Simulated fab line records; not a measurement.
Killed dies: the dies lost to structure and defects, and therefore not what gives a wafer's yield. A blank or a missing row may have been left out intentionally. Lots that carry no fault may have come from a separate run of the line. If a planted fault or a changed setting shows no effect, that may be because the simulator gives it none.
2 desks looking at one fault -- flow nand harc -- only its own numbers are on each desk; what lay behind them is given at the end

## FOR THE TOOL OWNER'S DESK: plasma asher-01
The tool's own readings at NHARC_P_GATE_STRIP_111 (strips in N2/H2, time 250 s): means of the sampled wafers that have a number, for each lot that ran on this tool. The brackets show how far a lot's mean lies from the usual mean; more than 4 standard deviations puts the lot out of limits, marked OUT.
Columns: A = drypump motor current A at NHARC_P_GATE_STRIP_111, usual 5.3 A; B = heater power w at NHARC_P_GATE_STRIP_111, usual 86 W
lot,first seen here,A,B
L923,day 5 12:53,5.4,98
L924,day 6 03:41,5.5,92
L926,day 6 21:11,5.5,90
L930,day 8 14:56,5.4,100
L938,day 11 17:31,5.7,84
L942,day 13 16:17,5.5,91
This desk found nothing out of limits on any of the 6 lots.

## METROLOGY DESK
What the gauges read, lot by lot, whatever tool the lot ran on: means of the sampled wafers that have a number. The brackets show how far a lot's mean lies from the usual mean; more than 4 standard deviations puts the lot out of limits, marked OUT.
Columns: A = overlay x nm at NHARC_P_GATE_OVL_MEAS_27, usual 0.1 nm; B = overlay y nm at NHARC_P_GATE_OVL_MEAS_27, usual -0.1 nm
lot,first seen here,A,B
L923,day 5 00:31,-1.0,1.3
L924,day 5 15:13,1.1,-0.2
L925,day 5 19:46,1.0,0.1
L926,day 6 08:47,0.4,-0.3
L929,day 7 10:55,-0.0,-0.7
L930,day 8 02:31,0.6,-0.7
L936,day 10 14:17,-0.7,-0.2
L937,day 11 04:44,0.9,-0.0
L938,day 11 05:00,-0.9,-0.8
L939,day 11 23:20,1.8,-1.7
L942,day 13 03:49,-0.8,0.9
L945,day 14 04:49,0.1,-1.1
L946,day 14 14:49,-0.6,-0.1
This desk found nothing out of limits on any of the 13 lots.

## BROUGHT TOGETHER
The tool owner's desk saw nothing out of limits.
Metrology desk: nothing out of limits seen.

## WHAT THE SIMULATOR PUT IN
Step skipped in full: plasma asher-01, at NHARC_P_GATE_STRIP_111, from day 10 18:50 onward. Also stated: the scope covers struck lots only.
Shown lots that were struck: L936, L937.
